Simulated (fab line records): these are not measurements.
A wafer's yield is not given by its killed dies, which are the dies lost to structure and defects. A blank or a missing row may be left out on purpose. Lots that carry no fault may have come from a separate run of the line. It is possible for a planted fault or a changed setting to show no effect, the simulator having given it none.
A lot that was struck, set against a sound lot | flow nandHarc | 16 steps out of a route of 1302
Sound: the wafers L169.1, L169.4, L169.6. Struck: wafer L179.4 (left out: L179.1, L179.3 of the same lot, which were not struck); the cause appears at the end.
Each step with rows lists, per side, the tool, then ch with its chambers, then its first start. Under that, the readings that differ: sound wafers | struck wafers | difference of the means | sigmas: that difference in standard deviations of wafers without a fault.
alike: readings whose means differ by less than 2 such deviations, and words and numbers that are the same on both sides. not compared: withheld readings, readings that some wafer has no value for, bounds like >300 that may hide the same value, and numbers for which the record gives no deviation and whose values overlap.
Wherever a step has rows on one side only, a row that says differs or no value, or a row with sigmas, the two part there. When numbers do not overlap yet have no deviation, they are printed without sigmas and do not part them. Lack of a reading on every wafer of one side parts them only where that side has two or more wafers.

NHARC_P_M0_OVL_MEAS_10: pitch 180 nm.
  sound on overlay-01, day 10 03:38; struck on overlay-02, day 14 17:25
  alike: overlayXNm, overlayYNm
NHARC_P_M0_INSPECT_11:
  sound on defectInspect-01, day 10 03:40; struck on defectInspect-01, day 14 17:27
  alike: rawDefectCount
NHARC_P_M0_DESCUM_14: chemistry O2, time 3 s.
  sound on rieDiel-10 ch 2,3, day 10 03:46; struck on rieDiel-05 ch 2, day 14 17:31
reading             | sound             | struck | difference | sigmas
oesProductAu (a.u.) | 0.996 1.023 0.988 | 1.038  | +0.036     | +2
  alike: chamberPressureMTorr, drypumpMotorCurrentA, rfVppV, showerheadPlenumPTorr, throttleValvePct
  not compared: rfHoursCounterH
then, 2 steps without rows for these wafers: NHARC_P_M0_ETCH_34 (etches the open film in N2/H2, target depth 40 nm, overetch 12 nm, time 43.94 s); NHARC_P_M0_ETCH_15 (etches the open film in C4F8/Ar, target depth 150 nm, overetch 15 nm, time 82.5 s).
NHARC_P_M0_CD_MEAS_16:
  sound on cdSem-01, day 10 04:06; struck on cdSem-03, day 14 17:49
  alike: cdNm
then, 2 steps without rows for these wafers: NHARC_P_M0_STRIP_18 (strips in N2/H2); NHARC_P_M0_STRIP_19 (strips in post etch residue remover, time 600 s).
NHARC_P_M0_DEGAS_28: time 60 s.
  sound on pvdSputter-02, day 10 04:52; struck on pvdSputter-03, day 14 18:25
  alike: heaterPowerW
NHARC_P_M0_PRE_CLEAN_29: time 30 s.
  sound on pvdSputter-02; struck on pvdSputter-03
  alike: heaterPowerW
then, 1 step without rows for these wafers: NHARC_P_M0_PVD_20 (deposits TaN, target thk 5 nm, time 8.06 s).
NHARC_P_M0_PVD_21: deposits Cu, target thk 30 nm, time 20.49 s.
  sound on pvdSputter-02; struck on pvdSputter-03
  alike: throttleValvePct
NHARC_P_M0_ECD_22: material Cu, target thk 400 nm.
  sound on ecdCu-02 ch 0,1, day 10 05:13; struck on ecdCu-01 ch 0, day 14 18:50
reading       | sound             | struck | difference | sigmas
bathTempC (C) | 25.26 25.28 25.07 | 24.96  | -0.24      | -2
NHARC_P_M0_ANNEAL_30: time 90 s.
  sound on rtpAnneal-02 ch 0, day 10 05:35; struck on rtpAnneal-02 ch 0, day 14 19:10
reading         | sound                | struck | difference | sigmas
annealTempC (C) | 225.05 225.19 225.16 | 224.78 | -0.35      | -2
  alike: wafer_temp_C_max
NHARC_P_M0_CMP_23: polishes, t overpolish 20 s, target thk 117.54 nm.
  sound on cmp-03 ch 2,3, day 10 05:58; struck on cmp-04 ch 2, day 14 19:31
reading             | sound          | struck | difference | sigmas
motorCurrentA (A)   | 11.1 13.8 11.2 | 14.1   | +2.1       | +2
timeToEndpointS (s) | 28 30 27       | 11     | -17        | -5
  not compared: padLifeWafers
-- break in the record here, with 18 days between the starts of the struck wafers on either side (left off in module P_M0, picked up again in module END, where the first step shown is number 1302 on the route) --
NHARC_END_SORT_01:
  the record has rows for the struck wafers here (prober-01 ch 0, day 33 05:41) and none for the sound ones

## WHERE THEY PART
At NHARC_P_M0_DESCUM_14 first; at NHARC_END_SORT_01 last (within this record only).

WHY: whatever the simulator had introduced
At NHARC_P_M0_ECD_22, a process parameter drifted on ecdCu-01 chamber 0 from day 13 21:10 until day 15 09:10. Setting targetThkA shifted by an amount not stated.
